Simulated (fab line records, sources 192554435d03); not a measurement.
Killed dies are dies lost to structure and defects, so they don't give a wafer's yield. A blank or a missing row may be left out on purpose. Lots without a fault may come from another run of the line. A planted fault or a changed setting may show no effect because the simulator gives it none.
Chamber matching | flow n5_finfet | N5_BEOL_M6_PECVD_70 on pecvd-03: 3 sister chambers
The step deposits SiO2 from TEOS/O2, target thk 20 nm, time 22.7 s. 42 wafers are shown with their chamber, then 12 later ones without.

WAFERS WITH THEIR CHAMBER
wafer  | chamber | throttle_valve_pct (%) | heater_power_w (W) | showerhead_plenum_p_Torr (Torr)
L074.4 | 1       | 22.9                   | 686                | 8.81
L074.5 | 0       | 20.9                   | 598                | 8.84
L074.6 | 2       | 21.3                   | 853                | 8.86
L075.2 | 2       | 20.8                   | 988                | 8.88
L075.4 | 2       | 20.7                   | 991                | 8.91
L075.6 | 0       | 21.0                   | 598                | 8.82
L076.2 | 1       | 23.1                   | 580                | 8.79
L076.3 | 2       | 21.2                   | 919                | 8.88
L076.5 | 0       | 20.9                   | 531                | 8.85
L077.1 | 0       | 20.8                   | 653                | 8.84
L077.2 | 2       | 21.0                   | 986                | 8.87
L077.3 | 1       | 22.9                   | 593                | 8.81
L077.4 | 0       | 20.8                   | 511                | 8.82
L077.5 | 2       | 20.8                   | 982                | 8.89
L077.6 | 1       | 23.0                   | 605                | 8.80
L078.2 | 0       | 20.8                   | 606                | 8.83
L078.5 | 0       | 20.9                   | 609                | 8.83
L078.6 | 1       | 22.9                   | 661                | 8.78
L080.1 | 1       | 23.0                   | 577                | 8.80
L080.2 | 0       | 20.9                   | 580                | 8.84
L080.3 | 2       | 20.9                   | 847                | 8.88
L080.4 | 2       | 21.2                   | 852                | 8.89
L080.5 | 1       | 23.1                   | 613                | 8.81
L080.6 | 0       | 20.6                   | 579                | 8.84
L084.2 | 0       | 20.7                   | 622                | 8.84
L084.4 | 2       | 21.0                   | 1014               | 8.86
L084.6 | 0       | 20.9                   | 634                | 8.86
L087.3 | 1       | 22.9                   | 635                | 8.79
L087.4 | 0       | 20.8                   | 542                | 8.81
L087.5 | 2       | 20.8                   | 901                | 8.88
L088.1 | 0       | 20.7                   | 594                | 8.85
L088.2 | 2       | 21.0                   | 818                | 8.87
L088.3 | 1       | 22.4                   | 659                | 8.81
L088.4 | 0       | 20.9                   | 602                | 8.85
L088.5 | 1       | 22.9                   | 655                | 8.81
L088.6 | 2       | 21.1                   | 812                | 8.90
L089.2 | 1       | 23.1                   | 684                | 8.79
L089.3 | 0       | 20.8                   | 555                | 8.85
L089.5 | 2       | 21.2                   | 997                | 8.88
L091.1 | 1       | 22.8                   | 679                | 8.79
L091.2 | 0       | 20.7                   | 629                | 8.84
L091.3 | 2       | 21.2                   | 962                | 8.88

SIGNATURES (means of the wafers above)
reading                  | chamber 0 | chamber 1 | chamber 2 | scatter within a chamber
throttle_valve_pct       | 20.819    | 22.917    | 21.014    | 0.163
heater_power_w           | 590.19    | 635.58    | 923.00    | 53.6
showerhead_plenum_p_Torr | 8.8381    | 8.7992    | 8.8807    | 0.0128
Rule: a wafer's distance from a chamber is the root of the sum, over the readings, of the square of ((its reading less the chamber's mean) divided by the reading's scatter). The wafer belongs to the nearest chamber; if the next one is less than 2 further off, it can't be placed. The scatter: the root of (the sum of the squares of (reading less its chamber's mean) over the shown wafers, divided by (wafers less chambers)).

WAFERS WITHOUT THEIR CHAMBER
wafer  | throttle_valve_pct (%) | heater_power_w (W) | showerhead_plenum_p_Torr (Torr)
L092.1 | 20.5                   | 602                | 8.86
L092.2 | 23.1                   | 702                | 8.82
L092.3 | 21.1                   | 904                | 8.89
L094.1 | 23.0                   | 624                | 8.81
L094.2 | 20.8                   | 628                | 8.83
L094.3 | 21.0                   | 1003               | 8.87
L094.4 | 23.1                   | 609                | 8.81
L094.5 | 20.6                   | 629                | 8.85
L094.6 | 21.1                   | 984                | 8.87
L095.2 | 21.0                   | 628                | 8.87
L095.3 | 20.7                   | 624                | 8.86
L095.4 | 21.1                   | 1000               | 8.88

WHICH CHAMBER EACH WENT THROUGH
wafer  | from the rows above | in truth
L092.1 | 0                   | 0
L092.2 | 1                   | 1
L092.3 | 2                   | 2
L094.1 | 1                   | 1
L094.2 | 0                   | 0
L094.3 | 2                   | 2
L094.4 | 1                   | 1
L094.5 | 0                   | 0
L094.6 | 2                   | 2
L095.2 | 0                   | 0
L095.3 | 0                   | 0
L095.4 | 2                   | 2
Placed correctly: 12 of 12. Can't be placed from these rows: 0. Placed wrongly: 0.
